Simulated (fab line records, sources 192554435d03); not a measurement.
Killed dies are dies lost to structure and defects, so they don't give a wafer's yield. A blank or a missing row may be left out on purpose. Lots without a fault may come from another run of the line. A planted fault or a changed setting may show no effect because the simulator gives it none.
Problem report in the 8D (eight disciplines) form, filled by code | flow n5_finfet | the parts of the form that need people (team, actions taken, sign-off) are left out

1. THE PROBLEM
killed_at_M4_up at N5_PASSIVATION_PROBE_49 reads a mean of 125 on 6 wafers of 2 lots; wafers without a fault read 13 with a standard deviation of 5.7. That is +20 standard deviations from the usual mean.
First seen on wafer L549.2, day 14 01:11, on prober-01. The record holds 6 wafers of 2 lots with a number at this step. Rule for "out", or "out of limits": more than 4 standard deviations from the usual mean. The other wafers with a number count as sound.

2. WHAT IT IS AND WHAT IT IS NOT
question                    | is                                                                                                   | is not
which readings at this step | killed_at_M4_up, defect_limited_yield, killed_dies, sort_bin_5_function, sort_n_pass, sort_yield_pct | killed_at_M0_to_M3, killed_at_front_end, killed_at_other, killed_open, sort_bin_8_speed
which lots                  | L549, L555                                                                                           | -
which wafers of those lots  | all that have a number                                                                               | -
read on which tools         | prober-01, prober-02                                                                                 | -
when                        | from day 14 01:11                                                                                    | up to then (0 sound wafers)

3. SUSPECTS, AND WHAT RULES EACH OUT
Counting: a tool at a process step up to the reading stays a suspect if it ran every lot that is out and no sound lot after the first of them.
- pvd_sputter-03 at N5_BEOL_M10_PRE_CLEAN_45 (time 30 s): kept. It ran every lot that is out, first L549 (day 12 02:18), and no sound lot after that.
Left after counting: pvd_sputter-03 at N5_BEOL_M10_PRE_CLEAN_45.

4. THE CAUSE (what the simulator had put in)
Chamber particle source: pvd_sputter-03, from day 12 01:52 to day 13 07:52, at N5_BEOL_M10_PRE_CLEAN_45. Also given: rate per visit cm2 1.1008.
Counting left only this tool.

5. THE CHAIN OF EFFECTS, in route order
Each row: a reading whose mean over the struck wafers that have a number lies more than 3 standard deviations from the usual. Only readings for which the record gives a usual standard deviation are gone through. hours: the time from each lot's start at the first step in this table that gives one to its start at this step, as a median over the lots. sigmas: the change in usual standard deviations.
hours | step                    | reading              | usual  | on struck wafers | change | sigmas
0     | N5_PASSIVATION_PROBE_49 | defect_limited_yield | 91.1 % | 82.0             | -9.1   | -6.1
0     | N5_PASSIVATION_PROBE_49 | killed_at_M4_up      | 13     | 125              | +112   | +20
0     | N5_PASSIVATION_PROBE_49 | killed_dies          | 105    | 213              | +108   | +6.0
0     | N5_PASSIVATION_PROBE_49 | killed_on_rim        | 14     | 29               | +15    | +3.8
0     | N5_PASSIVATION_PROBE_49 | sort_bin_5_function  | 5.2 %  | 11.2             | +6.0   | +6.0
0     | N5_PASSIVATION_PROBE_49 | sort_n_pass          | 1074   | 967              | -107   | -5.9
0     | N5_PASSIVATION_PROBE_49 | sort_yield_pct       | 91.0 % | 82.0             | -9.0   | -6.0
The process steps in it:
- N5_PASSIVATION_PROBE_49

6. WHAT WOULD HAVE CAUGHT IT SOONER
In this record the first reading out of limits was taken at day 14 01:11, 47 hours after the fault began at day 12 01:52.
Of the tool readings at N5_BEOL_M10_PRE_CLEAN_45 for which the record gives a usual standard deviation, none was out on any struck wafer, so an alarm limit of 4 standard deviations on them would not have fired.
All the lots that are out (2) had begun N5_BEOL_M10_PRE_CLEAN_45 on pvd_sputter-03 by day 14 01:11. A hold on the tool at that time would have spared none of them.
